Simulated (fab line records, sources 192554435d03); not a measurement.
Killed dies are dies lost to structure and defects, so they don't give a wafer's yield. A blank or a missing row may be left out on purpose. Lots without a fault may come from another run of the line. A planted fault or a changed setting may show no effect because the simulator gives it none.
One fault seen from 3 desks | flow n5_finfet | each desk has only its own numbers; what lay behind them comes last

THE DEFECT DESK
What the inspections along the route counted, lot by lot: means of the sampled wafers that have a number. A lot is out of limits, marked OUT, if its mean lies more than 4 standard deviations from the usual mean; the brackets give that distance.
Columns: A = raw_defect_count at N5_DUMMY_GATE_INSPECT_27, usual 288
lot  | first seen here | A
L832 | day 3 19:17     | 265
L833 | day 4 01:56     | 310
L834 | day 4 06:23     | 274
L836 | day 4 19:13     | 241
L841 | day 6 00:34     | 262
L842 | day 6 05:24     | 230
L844 | day 6 18:11     | 372
L845 | day 6 23:53     | 402
L847 | day 7 10:28     | 383
L848 | day 7 17:31     | 424
L850 | day 8 05:40     | 393
This desk's finding: nothing out of limits on any of the 11 lots.

THE TOOL OWNER'S DESK: litho_track-04
The tool's own readings at N5_SD_EPI_N_PEB_07 (peb time 60 s): means of the sampled wafers that have a number, for each lot that ran on this tool. A lot is out of limits, marked OUT, if its mean lies more than 4 standard deviations from the usual mean; the brackets give that distance.
Columns: A = exhaust_pa at N5_SD_EPI_N_PEB_07, usual 44.7 Pa; B = heater_power_total_W at N5_SD_EPI_N_PEB_07, usual 175.3 W
lot  | first seen here | A    | B
L832 | day 3 20:14     | 45.4 | 175.6
L836 | day 4 20:09     | 44.7 | 176.1
L841 | day 6 01:44     | 43.8 | 185.6 (+6.4) OUT
L842 | day 6 06:50     | 44.8 | 186.6 (+7.1) OUT
L844 | day 6 19:14     | 43.2 | 180.1
This desk's finding: out of limits on L841, L842; first on L841, day 6 01:44 (heater_power_total_W at N5_SD_EPI_N_PEB_07). In limits: L832, L836, L844.

THE METROLOGY DESK
What the gauges read, lot by lot, whatever tool the lot ran on: means of the sampled wafers that have a number. A lot is out of limits, marked OUT, if its mean lies more than 4 standard deviations from the usual mean; the brackets give that distance.
Columns: A = cd_nm at N5_SD_EPI_N_CD_MEAS_09, usual 120.2 nm
lot  | first seen here | A
L832 | day 3 20:17     | 120.6
L833 | day 4 02:57     | 120.0
L834 | day 4 07:31     | 119.6
L836 | day 4 20:13     | 119.8
L841 | day 6 01:48     | 116.7 (-5.5) OUT
L842 | day 6 06:55     | 116.2 (-6.1) OUT
L844 | day 6 19:19     | 118.3
L845 | day 7 00:53     | 120.2
L847 | day 7 11:32     | 120.6
L848 | day 7 18:31     | 120.4
L850 | day 8 06:33     | 119.8
This desk's finding: out of limits on L841, L842; first on L841, day 6 01:48 (cd_nm at N5_SD_EPI_N_CD_MEAS_09). In limits: L832, L833, L834, L836, L844, L845, L847, L848, L850.

PUT TOGETHER
The tool owner's desk could have raised an alarm at day 6 01:44, on L841, L842.
The metrology desk could have raised an alarm at day 6 01:48, on L841, L842.
The defect desk saw nothing out of limits.
The defect desk has L841, L842 on record, within its limits.
Of the lots named, all ran N5_SD_EPI_N_PEB_07 on litho_track-04.

WHAT THE SIMULATOR HAD PUT IN
Process parameter drift: litho_track-04, from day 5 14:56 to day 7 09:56, at N5_SD_EPI_N_PEB_07. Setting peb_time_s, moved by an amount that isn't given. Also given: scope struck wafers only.
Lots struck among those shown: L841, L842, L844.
Hours from the fault's start to each desk's first reading out of limits: the tool owner's desk, 11; the metrology desk, 11.
